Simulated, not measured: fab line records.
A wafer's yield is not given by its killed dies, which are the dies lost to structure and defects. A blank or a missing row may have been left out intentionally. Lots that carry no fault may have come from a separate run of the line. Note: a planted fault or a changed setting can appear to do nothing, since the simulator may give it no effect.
Matching of chambers | flow n5_finfet | N5_BEOL_M6_ETCH_66 on rie_diel-01 has 4 sister chambers
The step etches SOC in N2/H2, target depth 80 nm, overetch 16 nm, time 120 s. 24 wafers are shown with their chamber, then 12 later ones without.

== EACH WAFER AND ITS CHAMBER ==
wafer  | chamber | drypump_motor_current_A (A) | showerhead_plenum_p_Torr (Torr) | throttle_valve_pct (%)
L074.3 | 2       | 5.8                         | 2.47                            | 17.68
L074.4 | 3       | 6.1                         | 2.46                            | 17.42
L074.5 | 3       | 6.1                         | 2.46                            | 17.43
L075.3 | 1       | 6.4                         | 2.47                            | 17.43
L075.4 | 2       | 5.8                         | 2.47                            | 17.71
L075.6 | 2       | 5.8                         | 2.47                            | 17.69
L079.1 | 1       | 6.3                         | 2.47                            | 17.43
L079.3 | 3       | 6.1                         | 2.46                            | 17.42
L079.5 | 3       | 6.1                         | 2.46                            | 17.41
L081.1 | 3       | 6.1                         | 2.46                            | 17.43
L081.3 | 0       | 4.8                         | 2.50                            | 18.23
L081.6 | 2       | 5.8                         | 2.46                            | 17.71
L077.1 | 1       | 6.3                         | 2.47                            | 17.43
L077.3 | 0       | 4.8                         | 2.50                            | 18.21
L077.6 | 3       | 6.1                         | 2.46                            | 17.43
L078.1 | 1       | 6.3                         | 2.46                            | 17.46
L078.4 | 0       | 4.8                         | 2.50                            | 17.86
L078.5 | 0       | 4.8                         | 2.50                            | 17.85
L083.3 | 3       | 6.1                         | 2.45                            | 17.45
L083.5 | 1       | 6.4                         | 2.46                            | 17.45
L083.6 | 0       | 4.9                         | 2.50                            | 17.87
L086.2 | 1       | 6.3                         | 2.46                            | 17.47
L086.3 | 2       | 5.8                         | 2.46                            | 17.74
L086.6 | 2       | 5.8                         | 2.46                            | 17.73

SIGNATURES (means of the wafers above)
reading                  | chamber 0 | chamber 1 | chamber 2 | chamber 3 | scatter within a chamber
drypump_motor_current_A  | 4.820     | 6.333     | 5.800     | 6.100     | 0.0327
showerhead_plenum_p_Torr | 2.5000    | 2.4650    | 2.4650    | 2.4586    | 0.00439
throttle_valve_pct       | 18.0040   | 17.4450   | 17.7100   | 17.4271   | 0.0897
Rule: for each reading, subtract the chamber's mean from the wafer's reading, divide by that reading's scatter and square the result; add these up over the readings and take the root, which gives the wafer's distance from the chamber. The wafer belongs to the nearest chamber; if the next one is less than 2 further off, it can't be placed. How the scatter is found: for the shown wafers, subtract from each reading the mean of its chamber, square and add these, divide the total by (wafers less chambers), then take the root.

== WAFERS WHOSE CHAMBER IS MISSING ==
wafer  | drypump_motor_current_A (A) | showerhead_plenum_p_Torr (Torr) | throttle_valve_pct (%)
L087.3 | 5.7                         | 2.45                            | 17.75
L087.4 | 6.3                         | 2.46                            | 17.47
L087.5 | 6.1                         | 2.45                            | 17.47
L090.1 | 6.1                         | 2.45                            | 17.47
L090.2 | 5.8                         | 2.45                            | 17.75
L090.6 | 5.8                         | 2.45                            | 17.74
L097.2 | 4.8                         | 2.49                            | 17.90
L097.3 | 6.3                         | 2.45                            | 17.49
L097.6 | 4.8                         | 2.49                            | 17.89
L096.1 | 4.8                         | 2.49                            | 17.90
L096.3 | 5.8                         | 2.45                            | 17.78
L096.5 | 5.8                         | 2.45                            | 17.78

== WHICH CHAMBER EACH ONE RAN IN ==
wafer  | from the rows above | in truth
L087.3 | 2                   | 2
L087.4 | 1                   | 1
L087.5 | 3                   | 3
L090.1 | 3                   | 3
L090.2 | 2                   | 2
L090.6 | 2                   | 2
L097.2 | 0                   | 0
L097.3 | 1                   | 1
L097.6 | 0                   | 0
L096.1 | 0                   | 0
L096.3 | 2                   | 2
L096.5 | 2                   | 2
Correct placement for 12 of the 12. Left unplaced by these rows: 0. 0 placed wrongly.
